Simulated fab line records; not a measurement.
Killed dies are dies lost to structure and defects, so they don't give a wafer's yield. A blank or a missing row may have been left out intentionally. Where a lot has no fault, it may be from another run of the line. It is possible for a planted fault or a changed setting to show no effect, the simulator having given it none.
Chamber matching | flow nand harc | NHARC_A_CONTACT_ALD_18 on ald metal-02 has 4 sister chambers
The step deposits TiN, target thk 3 nm, pulse time 1 s, ald cycles 150. 18 wafers are shown with their chamber, then 9 later ones without.

WAFERS PAIRED WITH THEIR CHAMBERS
wafer  | chamber | heater power w (W) | precursor pulse height rel
L294.2 | 1       | 1078               | 1.007
L294.3 | 2       | 996                | 0.986
L294.5 | 1       | 1075               | 0.994
L293.2 | 2       | 1025               | 1.024
L293.3 | 0       | 1001               | 1.014
L293.6 | 2       | 1011               | 0.990
L296.1 | 1       | 1074               | 1.005
L296.3 | 0       | 1029               | 0.960
L296.5 | 2       | 1025               | 1.018
L304.2 | 2       | 1076               | 0.994
L304.5 | 0       | 983                | 1.029
L304.6 | 3       | 1076               | 1.040
L305.1 | 3       | 1082               | 0.995
L305.4 | 2       | 1065               | 0.988
L305.5 | 3       | 1084               | 1.015
L307.3 | 0       | 967                | 0.985
L307.5 | 2       | 1077               | 1.007
L307.6 | 3       | 1093               | 1.007

SIGNATURES (means of the wafers above)
reading                    | chamber 0 | chamber 1 | chamber 2 | chamber 3 | scatter within a chamber
heater power w             | 995.00    | 1075.67   | 1039.29   | 1083.75   | 25.1
precursor pulse height rel | 0.99700   | 1.00200   | 1.00100   | 1.01425   | 0.0197
Rule: for each reading, subtract the chamber's mean from the wafer's reading, divide by that reading's scatter and square the result; add these up over the readings and take the root, which gives the wafer's distance from the chamber. The wafer belongs to the nearest chamber; if the next one is less than 2 further off, it can't be placed. How the scatter is found: for the shown wafers, subtract from each reading the mean of its chamber, square and add these, divide the total by (wafers less chambers), then take the root.

WAFERS MISSING THEIR CHAMBER
wafer  | heater power w (W) | precursor pulse height rel
L311.2 | 1092               | 1.010
L311.4 | 968                | 0.997
L311.5 | 1108               | 1.003
L310.2 | 1091               | 1.015
L310.4 | 983                | 1.011
L310.5 | 1093               | 1.027
L308.1 | 970                | 1.005
L308.2 | 1059               | 1.015
L308.3 | 1078               | 1.009

CHAMBER TAKEN BY EACH
wafer  | from the rows above               | in truth
L311.2 | can't be placed: 3 or 1 or 2      | 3
L311.4 | can't be placed: 0 or 2           | 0
L311.5 | can't be placed: 3 or 1 or 2      | 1
L310.2 | can't be placed: 3 or 1 or 2      | 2
L310.4 | can't be placed: 0 or 2           | 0
L310.5 | can't be placed: 3 or 1 or 2      | 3
L308.1 | can't be placed: 0 or 2           | 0
L308.2 | can't be placed: 1 or 3 or 2 or 0 | 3
L308.3 | can't be placed: 3 or 1 or 2      | 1
Correctly placed: 0 of 9. Unplaceable from these rows: 9, with the true chamber sitting among the candidates in 9. Number placed wrongly: 0.
